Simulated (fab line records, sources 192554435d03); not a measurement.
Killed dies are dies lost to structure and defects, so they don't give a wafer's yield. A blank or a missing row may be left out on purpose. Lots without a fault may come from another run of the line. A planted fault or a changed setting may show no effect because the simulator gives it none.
Chamber matching | flow n5_finfet | N5_BEOL_M9_CMP_52 on cmp-04: 4 sister chambers
The step polishes, stops on SiCOH lowk, t overpolish 7 s, target thk 140 nm. 20 wafers are shown with their chamber, then 10 later ones without.

WAFERS WITH THEIR CHAMBER
wafer  | chamber | motor_current_A (A) | time_to_endpoint_s (s) | barrier_field_endpoint_s (s)
L076.4 | 0       | 5.7                 | 64.2                   | 29.4
L076.5 | 0       | 5.8                 | 64.8                   | 28.8
L076.6 | 1       | 7.2                 | 66.9                   | 28.8
L078.4 | 3       | 6.5                 | 69.3                   | 30.0
L078.5 | 3       | 6.7                 | 68.4                   | 30.4
L078.6 | 0       | 5.9                 | 66.3                   | 29.5
L081.1 | 0       | 5.9                 | 64.5                   | 28.9
L081.2 | 1       | 7.2                 | 67.1                   | 29.2
L081.4 | 2       | 6.1                 | 67.3                   | 29.0
L083.2 | 2       | 5.8                 | 70.5                   | 29.0
L083.3 | 1       | 6.8                 | 67.0                   | 28.7
L083.4 | 0       | 6.0                 | 66.9                   | 28.3
L086.3 | 3       | 6.5                 | 65.9                   | 27.9
L086.5 | 3       | 6.6                 | 68.2                   | 29.0
L086.6 | 2       | 5.9                 | 66.7                   | 29.1
L090.3 | 0       | 6.1                 | 68.0                   | 29.2
L090.5 | 2       | 5.9                 | 68.5                   | 29.6
L090.6 | 3       | 6.6                 | 69.2                   | 30.4
L091.1 | 0       | 5.6                 | 66.7                   | 28.5
L091.2 | 3       | 6.7                 | 67.3                   | 29.8

SIGNATURES (means of the wafers above)
reading                  | chamber 0 | chamber 1 | chamber 2 | chamber 3 | scatter within a chamber
motor_current_A          | 5.857     | 7.067     | 5.925     | 6.600     | 0.152
time_to_endpoint_s       | 65.914    | 67.000    | 68.250    | 68.050    | 1.34
barrier_field_endpoint_s | 28.943    | 28.900    | 29.175    | 29.583    | 0.629
Rule: a wafer's distance from a chamber is the root of the sum, over the readings, of the square of ((its reading less the chamber's mean) divided by the reading's scatter). The wafer belongs to the nearest chamber; if the next one is less than 2 further off, it can't be placed. The scatter: the root of (the sum of the squares of (reading less its chamber's mean) over the shown wafers, divided by (wafers less chambers)).

WAFERS WITHOUT THEIR CHAMBER
wafer  | motor_current_A (A) | time_to_endpoint_s (s) | barrier_field_endpoint_s (s)
L091.3 | 6.9                 | 67.2                   | 29.3
L092.1 | 5.9                 | 64.8                   | 28.6
L092.2 | 6.0                 | 67.4                   | 29.8
L092.5 | 5.9                 | 66.6                   | 28.9
L093.1 | 5.9                 | 66.1                   | 28.1
L093.4 | 7.2                 | 69.4                   | 29.0
L093.5 | 7.3                 | 66.8                   | 28.8
L082.1 | 7.0                 | 65.5                   | 28.9
L082.3 | 6.7                 | 66.1                   | 29.0
L082.6 | 5.6                 | 65.0                   | 29.7

WHICH CHAMBER EACH WENT THROUGH
wafer  | from the rows above     | in truth
L091.3 | can't be placed: 1 or 3 | 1
L092.1 | can't be placed: 0 or 2 | 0
L092.2 | can't be placed: 2 or 0 | 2
L092.5 | can't be placed: 0 or 2 | 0
L093.1 | can't be placed: 0 or 2 | 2
L093.4 | 1                       | 1
L093.5 | 1                       | 1
L082.1 | 1                       | 1
L082.3 | can't be placed: 3 or 1 | 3
L082.6 | can't be placed: 0 or 2 | 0
Placed correctly: 3 of 10. Can't be placed from these rows: 7 (the true chamber is among the candidates in 7). Placed wrongly: 0.
